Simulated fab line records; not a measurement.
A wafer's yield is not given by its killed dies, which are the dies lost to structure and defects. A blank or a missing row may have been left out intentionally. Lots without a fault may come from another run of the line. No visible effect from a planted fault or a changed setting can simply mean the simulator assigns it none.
fab line records	flow nandHarc
record lots=5	wafers=15	lastDay=32
route steps=1302 shown A_CONTACT@1055 END@1302
lots that met no fault: from a run of the same line without faults
startH: the number of hours between the record's first day and the start of the first shown wafer of the lot	waitH: time in hours since the lot's previous step	" repeats the value in the row above	L1.1+2: several wafers, shown together as one row	- either no value or no given start	* or withheld: withheld	< > ~ a bound
route shown NAME@n: names a module that has steps shown in the file, with the first one's number in the route	usual: mean and standard deviation over wafers with no fault	same: alike in all rows	chamber/n: place in a boat	sites: the reading at each site	_std_site: how widely they spread, as a standard deviation	_edge_site: the outer-site mean with the inner-site mean subtracted	radiusMm: how far each site lies from the wafer's centre	mask NAME#n: copy n	behind: the tool/chamber that last shaped the wafer	hold: what put the lot on hold/how long, in hours/how the hold closed	device: the transistor (n, p or np) that didn't switch	end of line: tests of these same wafers at the route's end	step lacking rows: just its recipe	killed: not the wafer's yield, but the dies lost to structure and defects at the first sort	map: per-die view of a wafer (x killed, . not killed, _ where there is no die)
set.NAME: the run value of the setting; set.NAME@STEP: its run value at that earlier step	model.NAME: the simulator's own value behind a step, which no gauge read
a table for each step, a row for each wafer; lots at some steps of the route
services: from which hour (startH, from the record's first day; less than 0 if before it) a tool's chamber was out of use, for how many hours, and why
## steps
# step NHARC_A_CONTACT_ETCH_132
# recipe sourceW=withheld	pressureMtorr=20	biasV=3000	timeS=197	targetDepthA=19240	arFlowSccm=withheld	c4f8FlowSccm=withheld	o2FlowSccm=withheld	chemistry=C4F8/O2/Ar
# step NHARC_A_CONTACT_ETCH_133
# recipe sourceW=withheld	pressureMtorr=20	biasV=400	timeS=374	targetDepthA=16100	arFlowSccm=withheld	c4f8FlowSccm=11.5	o2FlowSccm=7.2	chemistry=C4F8/O2/Ar
# usual oesAirLineAu=1.003/0.019
lot.wafer	tool	chamber	startH	waitH	oesAirLineAu	rfHoursCounterH
L435.1	harCapEtch-01	0	520.40	0.2	1.035	1
L435.4	"	0	"	"	1.038	-
L435.6	"	1	"	"	1.006	-
L438.1	harCapEtch-01	0	566.92	0.1	1.006	9
L438.4	"	0	"	"	0.980	-
L438.6	"	0	"	"	0.983	-
L439.2	harCapEtch-03	0	577.34	0.2	1.020	55
L439.3	"	1	"	"	1.006	-
L439.5	"	1	"	"	1.022	-
L441.4	harCapEtch-01	0	580.28	0.2	0.975	-
L441.6	"	0	"	"	0.984	-
L441.5	"	1	"	"	1.001	-
L452.2	harCapEtch-01	1	700.11	0.3	1.005	34
L452.4	"	0	"	"	1.005	-
L452.3	"	1	"	"	1.021	-
# step NHARC_A_CONTACT_ETCH_91
# recipe targetDepthA=400	overEtchFrac=0.5	timeS=85.7	ionEnergyEv=120	ch3fFlowSccm=50	o2FlowSccm=30	arFlowSccm=200	rfW=500	biasW=100	chemistry=CH3F/O2
# step NHARC_A_CONTACT_ETCH_97
# recipe targetDepthA=200	overEtchFrac=0.5	timeS=10	ionEnergyEv=250	c4f6FlowSccm=25	o2FlowSccm=20	arFlowSccm=500	rfW=600	biasW=500	chemistry=C4F6/O2
# step NHARC_A_CONTACT_CD_MEAS_80
# usual cdNm=289.5/0.74
lot.wafer	tool	chamber	startH	waitH	cdNm
L435.1	cdSem-01	-	521.34	-	289.9
L435.4	"	-	"	"	290.6
L435.6	"	-	"	"	289.7
L438.1	cdSem-02	-	567.94	-	288.9
L438.4	"	-	"	"	288.7
L438.6	"	-	"	"	289.1
L439.2	cdSem-03	-	578.40	-	290.3
L439.3	"	-	"	"	289.4
L439.5	"	-	"	"	289.5
L441.4	cdSem-01	-	581.19	-	290.1
L441.5	"	-	"	"	290.1
L441.6	"	-	"	"	289.2
L452.2	cdSem-03	-	701.17	-	290.2
L452.3	"	-	"	"	290.1
L452.4	"	-	"	"	289.1
# step NHARC_A_CONTACT_STRIP_103
# recipe n2FlowSccm=150	h2FlowSccm=150	arFlowSccm=0	biasW=0	chemistry=N2/H2
# step NHARC_A_CONTACT_STRIP_104
# recipe cf4FlowSccm=100	chf3FlowSccm=30	arFlowSccm=0	biasW=0	chemistry=CF4/CHF3
# step NHARC_A_CONTACT_STRIP_105
# recipe o2FlowSccm=400	cosFlowSccm=20	arFlowSccm=0	biasW=0	chemistry=O2/COS
# step NHARC_A_CONTACT_ETCH_106
# recipe targetDepthA=900	overetchA=90	timeS=49.5	ionEnergyEv=100	cf4FlowSccm=80	o2FlowSccm=20	arFlowSccm=0	rfW=300	biasW=100	chemistry=CF4/O2
# step NHARC_A_CONTACT_STRIP_82
# recipe o2FlowSccm=500	arFlowSccm=0	biasW=0	chemistry=O2
# usual drypumpMotorCurrentA=5.7/0.38	oesProductAu=1.002/0.0097	rfVppV=57.6/0.95	showerheadPlenumPTorr=3.43/0.16	throttleValvePct=17.037/0.0094
lot.wafer	tool	chamber	startH	waitH	drypumpMotorCurrentA	oesProductAu	rfHoursCounterH	rfVppV	showerheadPlenumPTorr	throttleValvePct
L435.4	rieDiel-09	1	-	-	5.7	1.001	2	57.7	3.28	17.043
L435.1	"	2	"	"	5.7	1.000	3	57.2	3.30	17.044
L435.6	"	0	"	"	5.3	1.001	-	56.5	3.72	17.026
L438.1	rieDiel-09	1	-	-	5.7	1.000	12	56.1	3.28	17.034
L438.4	"	3	"	"	6.2	1.001	10	58.2	3.31	17.043
L438.6	"	1	"	"	5.7	1.009	-	57.1	3.28	17.029
L439.3	rieDiel-09	1	-	-	5.7	0.986	14	56.4	3.28	17.042
L439.2	"	3	"	"	6.2	0.992	11	58.1	3.31	17.020
L439.5	"	2	"	"	5.7	1.012	-	56.4	3.29	17.050
L441.4	rieDiel-11	3	-	-	5.9	1.011	50	55.6	3.41	17.026
L441.5	"	0	"	"	5.5	1.003	-	57.9	3.51	17.056
L441.6	"	1	"	"	5.9	0.994	-	58.1	3.43	17.030
L452.3	rieDiel-11	0	-	-	5.5	0.994	25	56.9	3.49	17.031
L452.2	"	2	"	"	6.4	0.999	26	58.5	3.33	17.055
L452.4	"	3	"	"	5.9	1.013	26	57.8	3.39	17.029
# step NHARC_A_CONTACT_STRIP_83
# recipe timeS=600	tempC=30	chemistry=postEtchResidueRemover
# step NHARC_A_CONTACT_DEP_84
# recipe targetThkA=28000	tempC=400	material=aC
# step NHARC_A_CONTACT_DEP_85
# recipe targetThkA=600	targetThkNm=60	tempC=400	pressureTorr=3.5	flowSccm=200	rfW=350	material=SiON
# usual heaterPowerW=766/100
lot.wafer	tool	chamber	startH	waitH	heaterPowerW
L435.1	pecvd-03	1	527.00	1.4	551
L435.6	"	1	"	"	533
L435.4	"	0	"	"	851
L438.1	pecvd-03	0	573.83	1.5	897
L438.4	"	0	"	"	894
L438.6	"	1	"	"	649
L439.3	pecvd-02	0	581.10	0.9	743
L439.2	"	1	"	"	802
L439.5	"	1	"	"	799
L441.4	pecvd-03	2	585.21	0.7	835
L441.5	"	0	"	"	911
L441.6	"	1	"	"	621
L452.3	pecvd-01	2	704.23	0.9	742
L452.2	"	0	"	"	742
L452.4	"	2	"	"	749
# step NHARC_A_CONTACT_DEHYDRATE_00
# recipe tempC=150	timeS=120
# step NHARC_A_CONTACT_HMDS_01
# recipe timeS=30
# step NHARC_A_CONTACT_COAT_86
# recipe tempC=260	timeS=75
# step NHARC_A_CONTACT_COAT_87
# recipe tempC=225	timeS=65
# step NHARC_A_CONTACT_COAT_02
# recipe spinRpm=1500	resistThkNm=90
# step NHARC_A_CONTACT_SOFTBAKE_03
# recipe tempC=105	timeS=55
# step NHARC_A_CONTACT_EBR_04
# step NHARC_A_CONTACT_EXPOSE_05
# recipe na=1.35	sigmaOuter=0.8	doseMj=84.24	maskId=A_CC
# step NHARC_A_CONTACT_PEB_06
# recipe pebTempC=100	pebTimeS=65
# step NHARC_A_CONTACT_DEVELOP_07
# recipe developTimeS=35	devTempC=23
# step NHARC_A_CONTACT_CD_MEAS_08
# recipe targetCdNm=200	landingEnergyEv=500
# usual cdNm=200.3/0.64
lot.wafer	tool	chamber	startH	waitH	cdNm
L435.1	cdSem-01	0	527.84	-	200.3
L435.4	"	0	"	"	200.7
L435.6	"	0	"	"	199.8
L438.1	cdSem-03	0	574.52	-	200.6
L438.4	"	0	"	"	200.6
L438.6	"	0	"	"	200.7
L439.2	cdSem-01	0	581.79	-	200.1
L439.3	"	0	"	"	200.6
L439.5	"	0	"	"	200.0
L441.4	cdSem-02	0	585.73	-	200.6
L441.5	"	0	"	"	200.5
L441.6	"	0	"	"	200.5
L452.2	cdSem-03	0	704.92	-	199.9
L452.3	"	0	"	"	200.1
L452.4	"	0	"	"	199.5
# step NHARC_A_CONTACT_OVL_MEAS_09
# usual overlayXNm=-0.3/0.71	overlayYNm=-0.1/0.92
lot.wafer	tool	chamber	startH	waitH	overlayXNm	overlayYNm
L435.1	overlay-02	-	527.92	-	-0.9	-0.3
L435.4	"	-	"	"	-0.7	-0.1
L435.6	"	-	"	"	-1.1	-0.2
L438.1	overlay-01	-	574.61	-	0.0	-0.6
L438.4	"	-	"	"	0.6	-0.7
L438.6	"	-	"	"	0.5	-0.5
L439.2	overlay-02	-	581.88	-	-0.3	-0.1
L439.3	"	-	"	"	0.5	-0.5
L439.5	"	-	"	"	-0.1	0.1
L441.4	overlay-02	-	585.81	-	-0.9	1.5
L441.5	"	-	"	"	-0.9	1.0
L441.6	"	-	"	"	-0.8	0.8
L452.2	overlay-02	-	705.01	-	-1.4	0.4
L452.3	"	-	"	"	-0.5	0.1
L452.4	"	-	"	"	-1.3	0.4
# step NHARC_A_CONTACT_DESCUM_13
# recipe timeS=3	o2FlowSccm=200	arFlowSccm=0	biasPowerW=0	chemistry=O2
# step NHARC_A_CONTACT_ETCH_88
# recipe targetDepthA=390	overEtchFrac=0.3	timeS=65	ionEnergyEv=80	cf4FlowSccm=150	arFlowSccm=0	rfW=300	biasW=100	chemistry=CF4
# step NHARC_A_CONTACT_ETCH_89
# recipe targetDepthA=2600	overEtchFrac=0.3	timeS=475.3	ionEnergyEv=200	n2FlowSccm=150	h2FlowSccm=150	arFlowSccm=0	rfW=400	biasW=150	chemistry=N2/H2
# step NHARC_A_CONTACT_ETCH_30
# recipe targetDepthA=726	timeS=36.3	cf4FlowSccm=100	chf3FlowSccm=30	arFlowSccm=0	rfW=500	biasW=200	chemistry=CF4/CHF3
# usual drypumpMotorCurrentA=5.7/0.38	oesProductAu=0.936/0.02	rfVppV=368.9/2.5	showerheadPlenumPTorr=1.53/0.073	throttleValvePct=16.802/0.0086
lot.wafer	tool	chamber	startH	waitH	drypumpMotorCurrentA	oesProductAu	rfHoursCounterH	rfVppV	showerheadPlenumPTorr	throttleValvePct
L435.1	rieDiel-09	3	-	-	6.2	0.927	3	367.1	1.48	16.817
L435.4	"	2	"	"	5.7	0.917	4	367.0	1.47	16.813
L435.6	"	0	"	"	5.3	0.922	-	371.1	1.66	16.811
L438.1	rieDiel-08	3	-	-	6.1	0.927	4	368.2	1.48	16.793
L438.4	"	1	"	"	4.8	0.922	4	369.6	1.54	16.807
L438.6	"	2	"	"	6.0	0.925	-	370.0	1.54	16.795
L439.2	rieDiel-09	3	-	-	6.2	0.910	12	367.6	1.48	16.803
L439.3	"	0	"	"	5.3	0.934	15	373.7	1.66	16.799
L439.5	"	1	"	"	5.7	0.933	-	368.2	1.46	16.805
L441.5	rieDiel-09	1	-	-	5.6	0.922	-	367.1	1.46	16.796
L441.4	"	3	"	"	6.2	0.921	-	367.4	1.48	16.796
L441.6	"	0	"	"	5.3	0.933	-	372.3	1.65	16.816
L452.4	rieDiel-09	0	-	-	5.3	0.960	3	372.3	1.65	16.795
L452.2	"	1	"	"	5.6	0.979	3	374.6	1.70	16.783
L452.3	"	2	"	"	5.6	0.963	3	367.6	1.46	16.810
# step NHARC_A_CONTACT_ETCH_31
# recipe targetDepthA=28000	overEtchFrac=0.3	timeS=728	ionEnergyEv=150	o2FlowSccm=400	cosFlowSccm=20	arFlowSccm=0	rfW=500	biasW=300	chemistry=O2/COS
# step NHARC_A_CONTACT_ETCH_134
# recipe sourceW=withheld	pressureMtorr=20	biasV=withheld	timeS=140	targetDepthA=7000	arFlowSccm=withheld	c4f8FlowSccm=withheld	o2FlowSccm=withheld	chemistry=C4F8/O2/Ar
# usual oesAirLineAu=0.999/0.021
lot.wafer	tool	chamber	startH	waitH	oesAirLineAu	rfHoursCounterH
L435.1	harCapEtch-02	1	529.61	-	1.037	90
L435.4	"	1	"	"	1.059	-
L435.6	"	1	"	"	0.995	-
L438.1	harCapEtch-02	1	575.87	-	0.978	95
L438.4	"	0	"	"	0.984	-
L438.6	"	0	"	"	0.997	-
L439.2	harCapEtch-01	1	583.12	-	0.991	13
L439.3	"	0	"	"	0.976	-
L439.5	"	1	"	"	1.013	-
L441.4	harCapEtch-02	0	587.31	-	0.989	-
L441.6	"	0	"	"	1.018	-
L441.5	"	1	"	"	0.964	-
L452.2	harCapEtch-03	0	706.27	-	0.992	79
L452.3	"	1	"	"	0.992	-
L452.4	"	0	"	"	1.006	-
# step NHARC_A_CONTACT_ETCH_135
# recipe sourceW=withheld	pressureMtorr=20	biasV=1200	timeS=311	targetDepthA=19120	arFlowSccm=withheld	c4f8FlowSccm=withheld	o2FlowSccm=withheld	chemistry=C4F8/O2/Ar
# step NHARC_A_CONTACT_ETCH_136
# recipe sourceW=withheld	pressureMtorr=20	biasV=1200	timeS=311	targetDepthA=19120	arFlowSccm=withheld	c4f8FlowSccm=withheld	o2FlowSccm=withheld	chemistry=C4F8/O2/Ar
# usual oesAirLineAu=1.000/0.02
lot.wafer	tool	chamber	startH	waitH	oesAirLineAu	rfHoursCounterH
L435.1	harCapEtch-02	1	530.09	0.2	0.964	90
L435.4	"	1	"	"	1.003	-
L435.6	"	1	"	"	1.017	-
L438.1	harCapEtch-02	1	576.36	0.2	1.012	95
L438.4	"	0	"	"	1.042	-
L438.6	"	0	"	"	1.018	-
L439.2	harCapEtch-01	1	583.58	0.2	1.023	13
L439.3	"	0	"	"	0.979	-
L439.5	"	1	"	"	1.016	-
L441.4	harCapEtch-02	0	587.81	0.2	0.997	-
L441.6	"	0	"	"	0.960	-
L441.5	"	1	"	"	0.998	-
L452.2	harCapEtch-03	0	706.76	0.2	1.005	79
L452.3	"	1	"	"	0.989	-
L452.4	"	0	"	"	1.014	-
# step NHARC_A_CONTACT_ETCH_137
# recipe sourceW=withheld	pressureMtorr=20	biasV=1200	timeS=311	targetDepthA=19120	arFlowSccm=withheld	c4f8FlowSccm=withheld	o2FlowSccm=withheld	chemistry=C4F8/O2/Ar
# step NHARC_A_CONTACT_ETCH_138
# recipe sourceW=withheld	pressureMtorr=20	biasV=1200	timeS=311	targetDepthA=19140	arFlowSccm=withheld	c4f8FlowSccm=withheld	o2FlowSccm=withheld	chemistry=C4F8/O2/Ar
# step NHARC_A_CONTACT_ETCH_139
# recipe sourceW=withheld	pressureMtorr=20	biasV=400	timeS=195	targetDepthA=8400	arFlowSccm=withheld	c4f8FlowSccm=11.5	o2FlowSccm=7.2	chemistry=C4F8/O2/Ar
# step NHARC_A_CONTACT_ETCH_92
# recipe targetDepthA=400	overEtchFrac=0.5	timeS=85.7	ionEnergyEv=120	ch3fFlowSccm=50	o2FlowSccm=30	arFlowSccm=200	rfW=500	biasW=100	chemistry=CH3F/O2
# step NHARC_A_CONTACT_ETCH_98
# recipe targetDepthA=200	overEtchFrac=0.5	timeS=10	ionEnergyEv=250	c4f6FlowSccm=25	o2FlowSccm=20	arFlowSccm=500	rfW=600	biasW=500	chemistry=C4F6/O2
# step NHARC_A_CONTACT_CD_MEAS_15
# usual cdNm=190.1/0.67
lot.wafer	tool	chamber	startH	waitH	cdNm
L435.1	cdSem-01	-	531.63	-	190.8
L435.4	"	-	"	"	189.5
L435.6	"	-	"	"	189.9
L438.1	cdSem-02	-	577.90	-	189.5
L438.4	"	-	"	"	190.4
L438.6	"	-	"	"	189.6
L439.2	cdSem-01	-	585.21	-	190.3
L439.3	"	-	"	"	191.1
L439.5	"	-	"	"	189.9
L441.4	cdSem-03	-	589.40	-	190.0
L441.5	"	-	"	"	190.3
L441.6	"	-	"	"	189.2
L452.2	cdSem-02	-	708.31	-	190.5
L452.3	"	-	"	"	190.0
L452.4	"	-	"	"	190.0
# step NHARC_A_CONTACT_STRIP_107
# recipe n2FlowSccm=150	h2FlowSccm=150	arFlowSccm=0	biasW=0	chemistry=N2/H2
# step NHARC_A_CONTACT_STRIP_108
# recipe cf4FlowSccm=100	chf3FlowSccm=30	arFlowSccm=0	biasW=0	chemistry=CF4/CHF3
# step NHARC_END_SORT_01
# recipe tempC=25
# usual killedAtArray=53/19	killedAtOther=0.8/1.2	killedAtPeriphery=3.7/2.3	killedDies=57/19	killedOpen=3.2/1.7	killedShort=2.6/1.8
# same grossDies=677
lot.wafer	tool	chamber	startH	waitH	killedAtArray	killedAtOther	killedAtPeriphery	killedDies	killedOpen	killedShort
L441.4	prober-01	0	635.41	3.4	138	0	3	141	5	2
L441.5	prober-01	0	636.22	3.7	143	2	0	145	0	2
L441.6	prober-01	0	637.03	4.1	126	1	1	128	1	2
# killed by level:class
L441.4 A_CONTACT:unspecified=78 A_SLIT:chamberFilmFlake=21 A_CHANNEL_HOLE_D2:chamberFilmFlake=14 A_CHANNEL_HOLE_D1:chamberFilmFlake=12 A_BONDPAD:chamberFilmFlake=4 P_M0:geometricParticle:open=2 A_STAIRCASE:chamberFilmFlake=2 P_STI:geometricParticle:open=1
L441.5 A_CONTACT:unspecified=72 A_CHANNEL_HOLE_D1:chamberFilmFlake=20 A_SLIT:chamberFilmFlake=18 A_CHANNEL_HOLE_D2:chamberFilmFlake=16 A_STAIRCASE:chamberFilmFlake=4 A_CONTACT:chamberFilmFlake=3 A_CHANNEL_FILL_D2:chamberFilmFlake=2 A_BLC:chamberFilmFlake=2
L441.6 A_CONTACT:unspecified=43 A_CHANNEL_HOLE_D2:chamberFilmFlake=28 A_SLIT:chamberFilmFlake=27 A_CHANNEL_HOLE_D1:chamberFilmFlake=15 A_STAIRCASE:chamberFilmFlake=3 A_CONTACT:chamberFilmFlake=3 A_BONDPAD:chamberFilmFlake=2 A_CHANNEL_FILL_D2:geometricParticle:short=1
# map L441.5 (x killed, . not)
____________.____________
_________......._________
_______.x...x....x_______
______.............______
_____..............._____
____.................____
____.................____
___...................___
___x..........x.......___
__.....................__
__......x..............__
_...................x..._
_.x......x.............._
_......................x_
_...............x..x...._
_...................x.xx_
.xx....x...............xx
...............x...xxxxxx
....................xx.xx
.............x..x.xxxxxxx
......x.........x.xxxxxxx
_x..............xxxxxxxx_
_x.xx......x....xxxxxxxx_
_x.x..........xxxxxxxxxx_
_xx.x.........x.xxxxxxxx_
_.xx...........xxxxxxxxx_
__xxx...........xxxxxx.__
__x..x........xxxxxxxxx__
___xx...........xxxxxx___
___x............xxxxx.___
____...........xx.xxx____
____.................____
_____..............x_____
______.............______
_______..........._______
_________......._________
____________.____________
# map L438.6 (x killed, . not)
____________.____________
_________......._________
_______.x......x.._______
______.............______
_____..............._____
____............x....____
____...........x.....____
___.......x..........x___
___...................___
__.....................__
__...x...x.............__
_......................x_
_......................x_
_......................._
_.....................x._
_......................x_
.....x................xxx
......x...........x...xxx
..........x...........xxx
....xx...........x....xxx
...xx..xx........x....xxx
_..xxxx......x..x....xxx_
_...xxxx.x.....x.....xxx_
_...xxx........x......xx_
_.x.xxxx..............x._
_xx.xx................x._
__.x..x.x..............__
__....x................__
___...................___
___...................___
____.................____
____.................____
_____........x......_____
______.............______
_______......x...._______
_________......._________
____________.____________
## services
tool	chamber	startH	hours	kind
rieDiel-11	1	496.97	9.3	repair
rieDiel-09	-	497.19	9.0	pm
harCapEtch-01	-	498.98	17.0	pm
pecvd-01	-	509.13	1.8	repair
rieDiel-08	-	545.68	9.0	pm
pecvd-03	-	547.06	13.0	pm
pecvd-01	-	553.19	1.6	repair
harCapEtch-02	-	561.56	3.9	repair
pecvd-01	2	570.42	13.7	repair
pecvd-01	-	574.51	2.9	repair
rieDiel-09	2	583.96	4.6	repair
pecvd-02	-	589.18	13.0	pm
harCapEtch-03	-	593.66	1.3	repair
rieDiel-11	-	609.52	9.0	pm
rieDiel-11	0	620.33	3.0	repair
pecvd-01	-	621.71	1.0	repair
harCapEtch-02	-	632.06	0.4	repair
rieDiel-09	3	633.77	4.6	repair
rieDiel-11	3	653.03	5.0	repair
rieDiel-11	0	654.31	4.5	repair
rieDiel-11	-	661.24	0.3	repair
pecvd-03	0	666.12	6.9	repair
rieDiel-09	-	674.19	9.0	pm
rieDiel-11	2	701.72	3.3	repair
## key
firstSign step=NHARC_END_SORT_01	reading=killedAtArray	direction=up	sigmas=4.3	usual=53	struck=136
effect step=NHARC_END_SORT_01	reading=killedDies	direction=up	sigmas=4.2	usual=57	struck=138
moreKillsBornAt NHARC_A_CONTACT_DEP_85@pecvd-03=193
metAt NHARC_A_CONTACT_DEP_85
struckWafers L441.4,L441.5,L441.6
testerLeftOut L441
onsetBetween 573.83 585.21
alsoFits NHARC_A_CONTACT_ETCH_134:harCapEtch-02,NHARC_A_CONTACT_ETCH_136:harCapEtch-02
earlierFault kind=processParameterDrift	tool=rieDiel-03	chamber=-	onsetH=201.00	steps=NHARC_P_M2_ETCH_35	channel=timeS	offset=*	shape=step	actsIn=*	stated=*
fault kind=chamberParticleSource	tool=pecvd-03	chamber=-	onsetH=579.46	steps=NHARC_A_CONTACT_DEP_85	ratePerVisitCm2=0.87642
# testerLeftOut: of these lots the tester's yield and bins aren't shown, on N5 and GAA mostly nor the transistor test; their killed dies are dies lost to structure and defects alone, not to doping, threshold or leakage, so they don't give the yield
